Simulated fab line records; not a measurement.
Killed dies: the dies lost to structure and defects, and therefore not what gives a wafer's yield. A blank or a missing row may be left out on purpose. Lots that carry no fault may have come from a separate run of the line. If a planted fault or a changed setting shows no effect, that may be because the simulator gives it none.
Which of the tools did it? | flow nand-harc | 72 wafers from 24 lots sampled at 2 of the route's 1302 steps

WHAT THE GAUGES SHOWED, per wafer
NHARC_P_M1_OVL_MEAS_10: pitch 260 nm. Usual: overlay-x-nm 0.0 nm, standard deviation 0.75; overlay-y-nm 0.0 nm, standard deviation 0.87.
lot  | measured     | on         | overlay-x-nm (nm) | overlay-y-nm (nm) | flag
L074 | day 6 10:26  | overlay-02 | -0.3 -0.4 -0.9    | 0.6 0.0 -0.2      |
L075 | day 6 13:40  | overlay-01 | 0.1 -0.5 -0.4     | 0.5 0.7 -0.2      |
L076 | day 6 20:59  | overlay-02 | 0.7 0.1 0.4       | 1.1 1.5 0.4       |
L077 | day 7 15:00  | overlay-02 | 0.0 -0.1 -0.3     | -0.2 -0.7 -0.6    |
L078 | day 8 03:16  | overlay-01 | -0.6 -0.4 -0.2    | -1.1 -1.3 -1.3    |
L079 | day 8 10:11  | overlay-02 | -1.5 -1.1 -1.0    | 0.9 0.4 0.9       |
L080 | day 8 17:53  | overlay-01 | 0.5 0.8 0.2       | 1.3 1.7 1.0       |
L081 | day 9 10:26  | overlay-02 | 0.6 -0.2 0.5      | -0.1 -0.5 -0.4    |
L082 | day 9 14:56  | overlay-01 | -0.1 0.4 -0.5     | -0.5 -0.9 -0.9    |
L083 | day 10 00:00 | overlay-01 | -0.3 0.0 -0.4     | -0.1 0.0 -0.9     |
L084 | day 10 05:51 | overlay-02 | -0.1 0.1 0.3      | 0.1 0.5 -0.2      |
L085 | day 10 20:53 | overlay-02 | 1.9 1.2 1.3       | -0.3 0.1 -0.7     |
L086 | day 11 09:44 | overlay-02 | -0.2 -0.3 -0.3    | -1.1 -0.5 -0.5    |
L087 | day 12 09:25 | overlay-02 | -0.8 -1.2 -1.0    | -0.8 -0.3 -0.4    |
L089 | day 12 11:10 | overlay-01 | -0.4 -0.6 0.0     | 0.8 0.0 -0.3      |
L088 | day 12 11:23 | overlay-02 | -1.1 -0.4 -0.6    | 0.6 0.1 0.4       |
L090 | day 13 02:53 | overlay-02 | 0.6 -0.4 0.2      | -0.3 0.5 0.3      |
L091 | day 13 10:14 | overlay-02 | -0.5 -0.9 -0.9    | -0.6 -0.1 0.1     |
L092 | day 13 16:36 | overlay-02 | 0.2 0.0 -0.2      | -1.9 -1.7 -1.9    |
L093 | day 14 07:59 | overlay-02 | 0.1 0.0 0.6       | -1.2 -2.0 -0.9    |
L094 | day 14 12:27 | overlay-02 | 0.9 0.0 0.8       | 0.9 0.8 0.8       |
L095 | day 14 20:33 | overlay-02 | 1.5 1.6 2.5       | 0.3 -0.3 0.4      |
L097 | day 15 15:46 | overlay-01 | 0.3 -0.4 -0.2     | 1.4 1.6 1.3       |
L096 | day 15 16:48 | overlay-01 | -0.4 -0.9 -0.4    | 1.1 1.4 1.5       |

WHICH TOOL RAN EACH LOT (tool, then ch and the chambers of the sampled wafers, then the start)
lot  | NHARC_P_M0_PVD_20
L074 | pvd-sputter-03, day 6 10:26 or earlier
L075 | pvd-sputter-02, day 6 13:40 or earlier
L076 | pvd-sputter-01, day 6 20:59 or earlier
L077 | pvd-sputter-01, day 7 15:00 or earlier
L078 | pvd-sputter-02, day 8 03:16 or earlier
L079 | pvd-sputter-03, day 8 10:11 or earlier
L080 | pvd-sputter-01, day 8 17:53 or earlier
L081 | pvd-sputter-01, day 9 10:26 or earlier
L082 | pvd-sputter-03, day 9 14:56 or earlier
L083 | pvd-sputter-01, day 9 21:03
L084 | pvd-sputter-03, day 10 05:51 or earlier
L085 | pvd-sputter-03, day 10 20:53 or earlier
L086 | pvd-sputter-03, day 11 09:44 or earlier
L087 | pvd-sputter-03, day 12 09:25 or earlier
L089 | pvd-sputter-03, day 12 11:10 or earlier
L088 | pvd-sputter-01, day 12 11:23 or earlier
L090 | pvd-sputter-01, day 13 02:53 or earlier
L091 | pvd-sputter-03, day 13 10:14 or earlier
L092 | pvd-sputter-02, day 13 16:36 or earlier
L093 | pvd-sputter-01, day 14 07:59 or earlier
L094 | pvd-sputter-01, day 14 12:27 or earlier
L095 | pvd-sputter-02, day 14 20:33 or earlier
L097 | pvd-sputter-01, day 15 15:46 or earlier
L096 | pvd-sputter-02, day 15 16:48 or earlier
- NHARC_P_M0_PVD_20: deposits TaN, target thk 5 nm, time 8.06 s.

AS READ BY THE TOOLS THEMSELVES (means over the sampled wafers that have a number; for cases with no such wafer, the mark the record gives instead)
NHARC_P_M0_PVD_20. Usual: throttle-valve-pct 30.2 %, standard deviation 1.1.
lot  | tool           | throttle-valve-pct (%) | flag
L074 | pvd-sputter-03 | 29.7                   |
L075 | pvd-sputter-02 | 29.9                   |
L076 | pvd-sputter-01 | 31.3                   |
L077 | pvd-sputter-01 | 29.0                   |
L078 | pvd-sputter-02 | 30.0                   |
L079 | pvd-sputter-03 | 28.8                   |
L080 | pvd-sputter-01 | 30.5                   |
L081 | pvd-sputter-01 | 30.1                   |
L082 | pvd-sputter-03 | 29.4                   |
L083 | pvd-sputter-01 | 30.9                   |
L084 | pvd-sputter-03 | 29.7                   |
L085 | pvd-sputter-03 | 30.4                   |
L086 | pvd-sputter-03 | 30.0                   |
L087 | pvd-sputter-03 | 29.8                   |
L089 | pvd-sputter-03 | 29.4                   |
L088 | pvd-sputter-01 | 30.4                   |
L090 | pvd-sputter-01 | 30.3                   |
L091 | pvd-sputter-03 | 29.8                   |
L092 | pvd-sputter-02 | 30.6                   |
L093 | pvd-sputter-01 | 31.6                   |
L094 | pvd-sputter-01 | 30.9                   |
L095 | pvd-sputter-02 | 31.0                   |
L097 | pvd-sputter-01 | 30.8                   |
L096 | pvd-sputter-02 | 31.3                   |

THE ANSWER, worked out from the rows above alone
Rule: lot off if the mean of its wafers having a number is beyond 3 standard deviations from the usual mean. Also off: a lot with no number at a reading for which 4 or more lots have one. Any other lot the step has rows for is counted as sound. First the gauges in route order, then the tools' own readings, where a lot's mean is used as printed above. At the first step where some lot is off, the reading lying furthest off is the one used; lots without a number count as furthest.
Across all readings shown, no lot is off: no conclusion can be drawn from this.

WHAT THE SIMULATOR HAD INSERTED
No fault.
